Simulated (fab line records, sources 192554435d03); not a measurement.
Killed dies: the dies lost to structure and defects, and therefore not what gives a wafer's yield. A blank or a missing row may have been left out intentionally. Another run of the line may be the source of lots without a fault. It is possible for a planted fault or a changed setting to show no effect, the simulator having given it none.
fab line records | flow n5-finfet | part 1 of 2: steps 1 to 3 of 6
[record] lots = 23 | wafers = 69 | last-day = 18
route steps=1938 shown BEOL_M5@1189 BEOL_M6@1210 BEOL_M7@1264
lots that met no fault: from a run of the same line without faults
start-h: the number of hours between the record's first day and the start of the first shown wafer of the lot | wait-h: hours elapsed since this lot's preceding step | " as in the row above | L1.1+2: a single row standing in for several wafers | - no value present, or no start provided | * or withheld: withheld | < > ~ a bound
route shown NAME@n: NAME is a module with steps in the file, n the number in the route of the first one | usual: mean and standard deviation over wafers with no fault | same: alike in all rows | chamber/n: place in a boat | sites: the reading at each site | _std_site: standard deviation across them | _edge_site: the outer-site mean with the inner-site mean subtracted | radius-mm: for every site, how far away it sits from the centre of the wafer | mask NAME#n: copy n | behind: the last tool/chamber to shape the wafer | hold: cause of the lot's hold/its duration in hours/its outcome | device: transistor that didn't switch, given as n, p or np | end of line: the same wafers' tests at the end of the route | a step given without rows: its recipe and nothing more | killed: dies lost to structure and defects at the first sort, not the wafer's yield | map: shows each die of a wafer: x if killed, . if not, _ if none is there
set.NAME: the run value of the setting; set.NAME@STEP: its run value at that earlier step | model.NAME: the simulator's own value behind a step, which no gauge read
one table for each step of the route and one row for each wafer, over a sample of lots
services: the hour from which a tool's chamber was out of use, counted from the record's first day as start-h (under 0 if before that day), plus the number of hours and why
[[steps]]
[step N5_BEOL_M5_CO_CAP_78]
[recipe] material = Co | target-thk-a = 20 | temp-c = 200 | precursor = CCTBA/H2 | pressure-torr = 30 | time-s = 102.1
[usual] chamber-pressure-Torr = 30.00/0.07 | heater-power-w = 247/24
lot.wafer | tool      | chamber | start-h | wait-h | chamber-pressure-Torr | heater-power-w
L076.1    | cvd-co-01 | 1       | 199.72  | 0.0    | 30.02                 | 275
L076.3    | "         | 2       | "       | "      | 30.08                 | 254
L076.6    | "         | 2       | "       | "      | 30.06                 | 246
L077.1    | cvd-co-01 | 0       | 204.31  | 0.0    | 29.89                 | 245
L077.3    | "         | 2       | "       | "      | 30.02                 | 242
L077.6    | "         | 2       | "       | "      | 30.05                 | 249
L075.2    | cvd-co-01 | 2       | 207.18  | 0.0    | 29.92                 | 255
L075.4    | "         | 1       | "       | "      | 29.90                 | 272
L075.6    | "         | 2       | "       | "      | 29.97                 | 243
L080.1    | cvd-co-02 | 0       | 224.08  | 0.0    | 29.98                 | 255
L080.3    | "         | 1       | "       | "      | 29.88                 | 268
L080.6    | "         | 0       | "       | "      | 29.97                 | 251
L074.1    | cvd-co-02 | 1       | 227.07  | 0.0    | 30.03                 | 269
L074.5    | "         | 0       | "       | "      | 30.07                 | 244
L074.6    | "         | 1       | "       | "      | 29.92                 | 269
L081.2    | cvd-co-02 | 1       | 230.26  | 0.0    | 29.93                 | 263
L081.3    | "         | 2       | "       | "      | 29.98                 | 203
L081.5    | "         | 1       | "       | "      | 30.05                 | 272
L079.3    | cvd-co-01 | 1       | 230.43  | 0.0    | 30.11                 | 271
L079.4    | "         | 1       | "       | "      | 30.08                 | 273
L079.6    | "         | 2       | "       | "      | 29.90                 | 246
L082.1    | cvd-co-02 | 2       | 232.50  | 0.0    | 30.05                 | 201
L082.2    | "         | 1       | "       | "      | 30.02                 | 265
L082.4    | "         | 0       | "       | "      | 29.99                 | 253
L084.1    | cvd-co-01 | 0       | 252.07  | 0.0    | 30.00                 | 242
L084.2    | "         | 1       | "       | "      | 29.87                 | 273
L084.6    | "         | 1       | "       | "      | 30.02                 | 276
L083.1    | cvd-co-02 | 2       | 252.45  | 0.0    | 29.98                 | 201
L083.2    | "         | 0       | "       | "      | 30.12                 | 248
L083.4    | "         | 1       | "       | "      | 29.94                 | 271
L085.2    | cvd-co-02 | 1       | 257.27  | 0.0    | 30.01                 | 266
L085.3    | "         | 2       | "       | "      | 29.83                 | 203
L085.6    | "         | 2       | "       | "      | 30.01                 | 202
L086.1    | cvd-co-02 | 0       | 272.29  | 0.0    | 29.98                 | 249
L086.3    | "         | 1       | "       | "      | 29.98                 | 267
L086.6    | "         | 2       | "       | "      | 29.97                 | 205
L088.2    | cvd-co-01 | 0       | 289.99  | 0.0    | 30.13                 | 248
L088.3    | "         | 1       | "       | "      | 30.03                 | 265
L088.5    | "         | 2       | "       | "      | 30.05                 | 253
L087.1    | cvd-co-02 | 2       | 295.49  | 0.0    | 29.99                 | 205
L087.3    | "         | 0       | "       | "      | 29.88                 | 245
L087.6    | "         | 1       | "       | "      | 29.97                 | 268
L089.2    | cvd-co-02 | 1       | 295.89  | 0.0    | 30.04                 | 272
L089.3    | "         | 2       | "       | "      | 29.98                 | 207
L089.4    | "         | 1       | "       | "      | 29.95                 | 274
L090.1    | cvd-co-02 | 1       | 297.85  | 0.0    | 29.98                 | 264
L090.4    | "         | 2       | "       | "      | 30.10                 | 203
L090.5    | "         | 0       | "       | "      | 30.04                 | 256
L091.3    | cvd-co-02 | 1       | 301.71  | 0.0    | 29.93                 | 279
L091.5    | "         | 0       | "       | "      | 30.07                 | 255
L091.6    | "         | 2       | "       | "      | 29.96                 | 205
L092.3    | cvd-co-02 | 2       | 302.32  | 0.0    | 30.00                 | 201
L092.4    | "         | 2       | "       | "      | 30.04                 | 206
L092.6    | "         | 1       | "       | "      | 30.11                 | 267
L093.1    | cvd-co-02 | 1       | 320.95  | 0.0    | 29.93                 | 269
L093.2    | "         | 0       | "       | "      | 29.97                 | 246
L093.4    | "         | 0       | "       | "      | 30.05                 | 249
L094.1    | cvd-co-01 | 0       | 328.27  | 0.0    | 30.03                 | 244
L094.2    | "         | 2       | "       | "      | 29.84                 | 239
L094.5    | "         | 0       | "       | "      | 30.14                 | 244
L095.2    | cvd-co-01 | 1       | 331.83  | 0.0    | 30.13                 | 273
L095.3    | "         | 0       | "       | "      | 30.19                 | 244
L095.4    | "         | 2       | "       | "      | 30.03                 | 251
L097.2    | cvd-co-01 | 0       | 336.96  | 0.0    | 30.01                 | 240
L097.4    | "         | 2       | "       | "      | 30.08                 | 251
L097.5    | "         | 0       | "       | "      | 29.93                 | 248
L096.2    | cvd-co-01 | 2       | 337.26  | 0.0    | 30.01                 | 244
L096.3    | "         | 0       | "       | "      | 30.01                 | 236
L096.4    | "         | 2       | "       | "      | 29.97                 | 250
[step N5_BEOL_M6_DESCUM_16]
[recipe] chemistry = O2 | time-s = 7.9 | source-power-w = 50 | bias-power-w = 20 | pressure-mtorr = 20 | rf-frequency-hz = 2.712e+07 | temp-c = 40 | resist = CAR-ArF | o2-flow-sccm = 225
[usual] drypump-motor-current-A = 5.5/0.51 | oes-product-au = 0.78/0.069 | rf-vpp-V = 243.6/1.4 | showerhead-plenum-p-Torr = 2.13/0.069 | throttle-valve-pct = 20.61/0.2
lot.wafer | tool        | chamber | start-h | wait-h | drypump-motor-current-A | oes-product-au | rf-hours-counter-h | rf-vpp-V | showerhead-plenum-p-Torr | throttle-valve-pct
L076.1    | rie-diel-05 | 0       | 203.18  | 0.0    | 6.2                     | 0.84           | 84                 | 241.6    | 2.05                     | 20.78
L076.3    | "           | 3       | "       | "      | 4.6                     | 0.84           | 72                 | 244.9    | 2.21                     | 20.55
L076.6    | "           | 0       | "       | "      | 6.2                     | 0.84           | -                  | 242.0    | 2.05                     | 20.77
L077.1    | rie-diel-03 | 0       | 207.66  | 0.0    | 5.7                     | 0.75           | 153                | 244.7    | 2.17                     | 20.46
L077.3    | "           | 2       | "       | "      | 5.3                     | 0.76           | 129                | 242.9    | 2.11                     | 20.91
L077.6    | "           | 1       | "       | "      | 5.2                     | 0.80           | -                  | 243.0    | 2.11                     | 20.53
L075.2    | rie-diel-03 | 3       | 211.04  | 0.0    | 6.3                     | 0.68           | 248                | 241.4    | 1.99                     | 20.83
L075.4    | "           | 2       | "       | "      | 5.3                     | 0.75           | 131                | 244.1    | 2.11                     | 20.91
L075.6    | "           | 2       | "       | "      | 5.3                     | 0.76           | -                  | 242.8    | 2.11                     | 20.94
L080.1    | rie-diel-01 | 0       | 226.97  | 0.3    | 6.4                     | 0.79           | 115                | 244.3    | 2.09                     | 20.21
L080.3    | "           | 2       | "       | "      | 4.9                     | 0.71           | 197                | 244.0    | 2.18                     | 20.80
L080.6    | "           | 1       | "       | "      | 5.2                     | 0.84           | -                  | 243.6    | 2.14                     | 20.53
L074.1    | rie-diel-05 | 0       | 232.17  | 0.0    | 6.2                     | 0.82           | 94                 | 242.5    | 2.04                     | 20.81
L074.5    | "           | 1       | "       | "      | 5.7                     | 0.83           | -                  | 243.0    | 2.03                     | 20.46
L074.6    | "           | 0       | "       | "      | 6.2                     | 0.82           | -                  | 243.0    | 2.04                     | 20.80
L081.2    | rie-diel-03 | 0       | 232.34  | 0.0    | 5.7                     | 0.73           | 164                | 244.5    | 2.17                     | 20.48
L081.3    | "           | 1       | "       | "      | 5.2                     | 0.78           | 135                | 243.0    | 2.11                     | 20.54
L081.5    | "           | 2       | "       | "      | 5.3                     | 0.74           | -                  | 242.0    | 2.11                     | 20.92
L079.3    | rie-diel-03 | 0       | 232.69  | 0.0    | 5.6                     | 0.73           | 164                | 242.7    | 2.17                     | 20.49
L079.4    | "           | 0       | "       | "      | 5.7                     | 0.73           | -                  | 245.0    | 2.17                     | 20.48
L079.6    | "           | 2       | "       | "      | 5.3                     | 0.74           | -                  | 242.9    | 2.11                     | 20.92
L082.1    | rie-diel-03 | 3       | 235.87  | 0.1    | 6.3                     | 1.02           | 0                  | 244.9    | 2.26                     | 20.49
L082.2    | "           | 1       | "       | "      | 5.2                     | 0.79           | 136                | 243.4    | 2.11                     | 20.54
L082.4    | "           | 2       | "       | "      | 5.4                     | 0.75           | 142                | 243.5    | 2.11                     | 20.93
L084.1    | rie-diel-05 | 3       | 254.33  | 0.0    | 4.6                     | 0.81           | 90                 | 245.7    | 2.21                     | 20.56
L084.2    | "           | 1       | "       | "      | 5.7                     | 0.82           | 98                 | 241.4    | 2.03                     | 20.47
L084.6    | "           | 3       | "       | "      | 4.6                     | 0.81           | -                  | 246.0    | 2.21                     | 20.59
L083.1    | rie-diel-01 | 2       | 254.67  | 0.0    | 5.0                     | 0.71           | 201                | 243.6    | 2.18                     | 20.82
L083.2    | "           | 1       | "       | "      | 5.2                     | 0.85           | 71                 | 243.9    | 2.14                     | 20.53
L083.4    | "           | 0       | "       | "      | 6.3                     | 0.79           | 117                | 243.3    | 2.09                     | 20.19
L085.2    | rie-diel-03 | 2       | 258.98  | 0.0    | 5.3                     | 0.74           | 151                | 243.0    | 2.11                     | 20.93
L085.3    | "           | 0       | "       | "      | 5.7                     | 0.73           | 176                | 244.3    | 2.16                     | 20.48
L085.6    | "           | 2       | "       | "      | 5.3                     | 0.73           | -                  | 242.6    | 2.11                     | 20.94
L086.1    | rie-diel-03 | 2       | 274.57  | 0.1    | 5.3                     | 0.72           | 156                | 242.7    | 2.10                     | 20.94
L086.3    | "           | 1       | "       | "      | 5.2                     | 0.76           | 151                | 242.9    | 2.10                     | 20.57
L086.6    | "           | 3       | "       | "      | 6.4                     | 0.93           | -                  | 245.9    | 2.25                     | 20.51
L088.2    | rie-diel-03 | 2       | 295.82  | 0.0    | 5.3                     | 0.73           | 162                | 244.6    | 2.10                     | 20.95
L088.3    | "           | 1       | "       | "      | 5.2                     | 0.77           | 157                | 243.0    | 2.10                     | 20.58
L088.5    | "           | 2       | "       | "      | 5.3                     | 0.73           | -                  | 240.4    | 2.10                     | 20.96
L087.1    | rie-diel-01 | 1       | 297.35  | 0.0    | 5.2                     | 0.82           | 85                 | 244.3    | 2.13                     | 20.55
L087.3    | "           | 3       | "       | "      | 5.3                     | 0.69           | 226                | 244.1    | 2.14                     | 20.37
L087.6    | "           | 3       | "       | "      | 5.3                     | 0.69           | -                  | 244.0    | 2.14                     | 20.38
L089.2    | rie-diel-05 | 1       | 299.56  | 0.0    | 5.7                     | 0.81           | 109                | 241.9    | 2.03                     | 20.47
L089.3    | "           | 0       | "       | "      | 6.2                     | 0.80           | 113                | 241.1    | 2.04                     | 20.83
L089.4    | "           | 2       | "       | "      | 5.6                     | 0.82           | 94                 | 245.6    | 2.20                     | 20.45
L090.1    | rie-diel-05 | 3       | 300.80  | 0.0    | 4.6                     | 0.79           | 109                | 245.2    | 2.20                     | 20.61
L090.4    | "           | 1       | "       | "      | 5.6                     | 0.81           | 110                | 242.3    | 2.02                     | 20.49
L090.5    | "           | 3       | "       | "      | 4.6                     | 0.79           | -                  | 244.6    | 2.20                     | 20.60
L091.3    | rie-diel-05 | 3       | 304.52  | 0.4    | 4.6                     | 0.79           | 110                | 244.7    | 2.20                     | 20.60
L091.5    | "           | 2       | "       | "      | 5.6                     | 0.82           | -                  | 246.1    | 2.20                     | 20.45
L091.6    | "           | 1       | "       | "      | 5.7                     | 0.80           | -                  | 241.2    | 2.02                     | 20.49
L092.3    | rie-diel-03 | 1       | 304.85  | 0.6    | 5.2                     | 0.77           | 160                | 243.2    | 2.10                     | 20.57
L092.4    | "           | 0       | "       | "      | 5.7                     | 0.71           | 191                | 244.2    | 2.16                     | 20.53
L092.6    | "           | 2       | "       | "      | 5.3                     | 0.73           | -                  | 244.4    | 2.10                     | 20.95
L093.1    | rie-diel-05 | 1       | 322.78  | 0.0    | 5.7                     | 0.79           | 119                | 241.8    | 2.02                     | 20.50
L093.2    | "           | 3       | "       | "      | 4.6                     | 0.77           | 116                | 245.4    | 2.20                     | 20.60
L093.4    | "           | 0       | "       | "      | 6.2                     | 0.78           | 122                | 242.4    | 2.03                     | 20.84
L094.1    | rie-diel-03 | 2       | 331.38  | 0.0    | 5.3                     | 0.71           | 175                | 243.1    | 2.10                     | 20.97
L094.2    | "           | 3       | "       | "      | 6.3                     | 0.91           | 36                 | 245.2    | 2.24                     | 20.54
L094.5    | "           | 1       | "       | "      | 5.2                     | 0.76           | -                  | 241.4    | 2.10                     | 20.60
L095.2    | rie-diel-05 | 1       | 336.66  | 0.0    | 5.7                     | 0.78           | 124                | 241.5    | 2.02                     | 20.52
L095.3    | "           | 3       | "       | "      | 4.6                     | 0.77           | 122                | 244.6    | 2.19                     | 20.61
L095.4    | "           | 2       | "       | "      | 5.6                     | 0.80           | 108                | 245.9    | 2.19                     | 20.46
L097.2    | rie-diel-03 | 0       | 339.31  | 0.0    | 5.7                     | 0.71           | 204                | 244.9    | 2.15                     | 20.54
L097.4    | "           | 3       | "       | "      | 6.3                     | 0.90           | -                  | 244.6    | 2.24                     | 20.55
L097.5    | "           | 2       | "       | "      | 5.3                     | 0.71           | -                  | 242.3    | 2.10                     | 20.99
L096.2    | rie-diel-01 | 2       | 340.11  | 0.0    | 5.0                     | 0.68           | 234                | 244.9    | 2.17                     | 20.86
L096.3    | "           | 0       | "       | "      | 6.4                     | 0.76           | 147                | 243.0    | 2.08                     | 20.24
L096.4    | "           | 3       | "       | "      | 5.3                     | 0.68           | 240                | 244.3    | 2.13                     | 20.41
[step N5_BEOL_M6_STRIP_67]
[recipe] chemistry = CF4 | resist = SiARC | power-w = 300 | bias-power-w = 75 | pressure-mtorr = 50 | cf4-flow-sccm = 150 | rf-frequency-hz = 6e+07
[usual] drypump-motor-current-A = 5.5/0.51 | oes-product-au = 0.78/0.062 | power-w = 299.9/0.88 | rf-vpp-V = 271.6/1.5 | showerhead-plenum-p-Torr = 1.82/0.062 | throttle-valve-pct = 13.68/0.17
lot.wafer | tool        | chamber | start-h | wait-h | drypump-motor-current-A | oes-product-au | power-w | rf-hours-counter-h | rf-vpp-V | showerhead-plenum-p-Torr | throttle-valve-pct
L076.1    | rie-diel-05 | 0       | 203.41  | 0.0    | 6.2                     | 0.83           | 300.2   | 84                 | 270.0    | 1.73                     | 13.68
L076.3    | "           | 3       | "       | "      | 4.6                     | 0.84           | 299.6   | 73                 | 273.8    | 1.90                     | 13.62
L076.6    | "           | 0       | "       | "      | 6.2                     | 0.82           | 300.3   | -                  | 269.7    | 1.73                     | 13.68
L077.1    | rie-diel-03 | 0       | 207.89  | 0.0    | 5.7                     | 0.75           | 299.4   | 153                | 271.7    | 1.86                     | 13.63
L077.3    | "           | 2       | "       | "      | 5.3                     | 0.76           | 300.3   | 129                | 271.3    | 1.80                     | 13.89
L077.6    | "           | 1       | "       | "      | 5.3                     | 0.79           | 301.1   | -                  | 272.3    | 1.80                     | 13.56
L075.2    | rie-diel-03 | 3       | 211.27  | 0.0    | 6.3                     | 0.67           | 298.4   | 248                | 269.2    | 1.71                     | 14.01
L075.4    | "           | 2       | "       | "      | 5.3                     | 0.76           | 300.9   | 131                | 271.9    | 1.80                     | 13.86
L075.6    | "           | 2       | "       | "      | 5.4                     | 0.76           | 298.3   | -                  | 271.7    | 1.80                     | 13.85
L080.1    | rie-diel-01 | 0       | 227.20  | 0.0    | 6.4                     | 0.79           | 300.5   | 115                | 270.8    | 1.80                     | 13.43
L080.3    | "           | 2       | "       | "      | 4.9                     | 0.72           | 301.5   | 197                | 270.7    | 1.85                     | 13.92
L080.6    | "           | 1       | "       | "      | 5.2                     | 0.83           | 300.0   | -                  | 272.8    | 1.80                     | 13.39
L074.1    | rie-diel-05 | 0       | 232.41  | 0.0    | 6.2                     | 0.81           | 298.6   | 94                 | 271.7    | 1.73                     | 13.69
L074.5    | "           | 1       | "       | "      | 5.6                     | 0.82           | 299.8   | -                  | 270.9    | 1.73                     | 13.47
L074.6    | "           | 0       | "       | "      | 6.2                     | 0.82           | 299.8   | -                  | 270.9    | 1.73                     | 13.71
L081.2    | rie-diel-03 | 0       | 232.58  | 0.0    | 5.6                     | 0.73           | 299.3   | 164                | 273.3    | 1.86                     | 13.64
L081.3    | "           | 1       | "       | "      | 5.3                     | 0.79           | 299.5   | 135                | 271.5    | 1.79                     | 13.58
L081.5    | "           | 2       | "       | "      | 5.3                     | 0.75           | 300.8   | -                  | 270.1    | 1.80                     | 13.91
L079.3    | rie-diel-03 | 0       | 232.93  | 0.0    | 5.7                     | 0.74           | 298.6   | 165                | 273.0    | 1.86                     | 13.65
L079.4    | "           | 0       | "       | "      | 5.7                     | 0.74           | 299.7   | -                  | 272.5    | 1.86                     | 13.64
L079.6    | "           | 2       | "       | "      | 5.3                     | 0.75           | 298.3   | -                  | 271.1    | 1.80                     | 13.90
L082.1    | rie-diel-03 | 3       | 236.10  | 0.0    | 6.3                     | 1.01           | 300.0   | 0                  | 273.7    | 1.92                     | 13.43
L082.2    | "           | 1       | "       | "      | 5.2                     | 0.79           | 301.4   | 137                | 271.5    | 1.79                     | 13.60
L082.4    | "           | 2       | "       | "      | 5.3                     | 0.75           | 299.8   | 142                | 271.5    | 1.80                     | 13.90
L084.1    | rie-diel-05 | 2       | 254.56  | 0.0    | 5.6                     | 0.82           | 301.9   | 75                 | 271.4    | 1.88                     | 13.55
L084.2    | "           | 3       | "       | "      | 4.6                     | 0.82           | 299.5   | 90                 | 271.8    | 1.90                     | 13.69
L084.6    | "           | 3       | "       | "      | 4.7                     | 0.80           | 299.7   | -                  | 273.6    | 1.90                     | 13.69
L083.1    | rie-diel-01 | 2       | 254.91  | 0.0    | 4.9                     | 0.72           | 299.4   | 201                | 273.7    | 1.85                     | 13.96
L083.2    | "           | 1       | "       | "      | 5.2                     | 0.83           | 297.4   | 71                 | 272.9    | 1.79                     | 13.40
L083.4    | "           | 0       | "       | "      | 6.4                     | 0.79           | 298.4   | 117                | 271.8    | 1.80                     | 13.42
L085.2    | rie-diel-03 | 2       | 259.22  | 0.0    | 5.3                     | 0.75           | 300.5   | 151                | 272.1    | 1.80                     | 13.92
L085.3    | "           | 0       | "       | "      | 5.7                     | 0.72           | 300.2   | 176                | 273.4    | 1.86                     | 13.66
L085.6    | "           | 2       | "       | "      | 5.3                     | 0.75           | 298.9   | -                  | 270.6    | 1.80                     | 13.91
L086.1    | rie-diel-03 | 2       | 274.81  | 0.0    | 5.3                     | 0.73           | 300.0   | 156                | 269.9    | 1.80                     | 13.91
L086.3    | "           | 1       | "       | "      | 5.2                     | 0.77           | 300.0   | 151                | 270.1    | 1.79                     | 13.63
L086.6    | "           | 3       | "       | "      | 6.3                     | 0.94           | 299.9   | -                  | 272.7    | 1.91                     | 13.48
L088.2    | rie-diel-03 | 2       | 296.06  | 0.0    | 5.3                     | 0.72           | 300.9   | 162                | 271.5    | 1.79                     | 13.97
L088.3    | "           | 1       | "       | "      | 5.3                     | 0.77           | 300.2   | 157                | 271.5    | 1.79                     | 13.64
L088.5    | "           | 2       | "       | "      | 5.3                     | 0.73           | 299.3   | -                  | 270.2    | 1.79                     | 13.96
L087.1    | rie-diel-01 | 1       | 297.59  | 0.0    | 5.2                     | 0.82           | 299.4   | 85                 | 270.9    | 1.79                     | 13.44
L087.3    | "           | 3       | "       | "      | 5.3                     | 0.69           | 299.6   | 227                | 273.5    | 1.85                     | 13.77
L087.6    | "           | 3       | "       | "      | 5.4                     | 0.69           | 299.5   | -                  | 270.6    | 1.85                     | 13.79
L089.2    | rie-diel-05 | 1       | 299.80  | 0.0    | 5.7                     | 0.80           | 300.2   | 109                | 268.7    | 1.73                     | 13.54
L089.3    | "           | 0       | "       | "      | 6.2                     | 0.80           | 299.4   | 113                | 269.4    | 1.72                     | 13.75
L089.4    | "           | 2       | "       | "      | 5.5                     | 0.80           | 299.2   | 94                 | 271.4    | 1.87                     | 13.57
L090.1    | rie-diel-05 | 3       | 301.04  | 0.0    | 4.6                     | 0.80           | 299.7   | 109                | 273.5    | 1.89                     | 13.74
L090.4    | "           | 1       | "       | "      | 5.7                     | 0.80           | 300.7   | 110                | 269.0    | 1.73                     | 13.51
L090.5    | "           | 3       | "       | "      | 4.6                     | 0.80           | 299.8   | -                  | 273.3    | 1.89                     | 13.74
L091.3    | rie-diel-05 | 3       | 304.76  | 0.0    | 4.6                     | 0.80           | 300.1   | 110                | 273.0    | 1.89                     | 13.75
L091.5    | "           | 2       | "       | "      | 5.6                     | 0.80           | 300.0   | -                  | 272.6    | 1.87                     | 13.58
L091.6    | "           | 1       | "       | "      | 5.7                     | 0.80           | 301.3   | -                  | 271.0    | 1.73                     | 13.52
L092.3    | rie-diel-03 | 1       | 305.09  | 0.0    | 5.2                     | 0.77           | 299.9   | 160                | 270.5    | 1.79                     | 13.63
L092.4    | "           | 0       | "       | "      | 5.7                     | 0.72           | 299.3   | 191                | 272.0    | 1.85                     | 13.70
L092.6    | "           | 2       | "       | "      | 5.3                     | 0.72           | 299.5   | -                  | 270.7    | 1.79                     | 13.94
L093.1    | rie-diel-05 | 1       | 323.02  | 0.0    | 5.7                     | 0.79           | 300.1   | 119                | 269.8    | 1.73                     | 13.54
L093.2    | "           | 3       | "       | "      | 4.6                     | 0.79           | 299.8   | 116                | 273.8    | 1.89                     | 13.74
L093.4    | "           | 0       | "       | "      | 6.2                     | 0.79           | 299.4   | 122                | 269.8    | 1.72                     | 13.75
L094.1    | rie-diel-03 | 2       | 331.61  | 0.0    | 5.3                     | 0.72           | 299.4   | 175                | 270.6    | 1.79                     | 13.98
L094.2    | "           | 3       | "       | "      | 6.3                     | 0.90           | 299.8   | 36                 | 273.4    | 1.91                     | 13.54
L094.5    | "           | 1       | "       | "      | 5.2                     | 0.75           | 300.1   | -                  | 269.9    | 1.78                     | 13.67
L095.2    | rie-diel-05 | 1       | 336.90  | 0.0    | 5.6                     | 0.79           | 300.7   | 124                | 269.1    | 1.72                     | 13.56
L095.3    | "           | 3       | "       | "      | 4.6                     | 0.79           | 300.9   | 122                | 272.0    | 1.89                     | 13.80
L095.4    | "           | 2       | "       | "      | 5.6                     | 0.79           | 298.8   | 108                | 272.6    | 1.87                     | 13.62
L097.2    | rie-diel-03 | 0       | 339.54  | 0.0    | 5.7                     | 0.71           | 298.3   | 204                | 271.7    | 1.85                     | 13.72
L097.4    | "           | 3       | "       | "      | 6.3                     | 0.90           | 299.3   | -                  | 274.6    | 1.91                     | 13.54
L097.5    | "           | 2       | "       | "      | 5.3                     | 0.72           | 300.2   | -                  | 270.0    | 1.79                     | 13.99
L096.2    | rie-diel-01 | 2       | 340.35  | 0.0    | 4.9                     | 0.69           | 298.7   | 234                | 271.6    | 1.84                     | 14.01
L096.3    | "           | 0       | "       | "      | 6.4                     | 0.76           | 300.0   | 147                | 271.1    | 1.79                     | 13.49
L096.4    | "           | 3       | "       | "      | 5.3                     | 0.68           | 298.7   | 241                | 272.8    | 1.85                     | 13.80
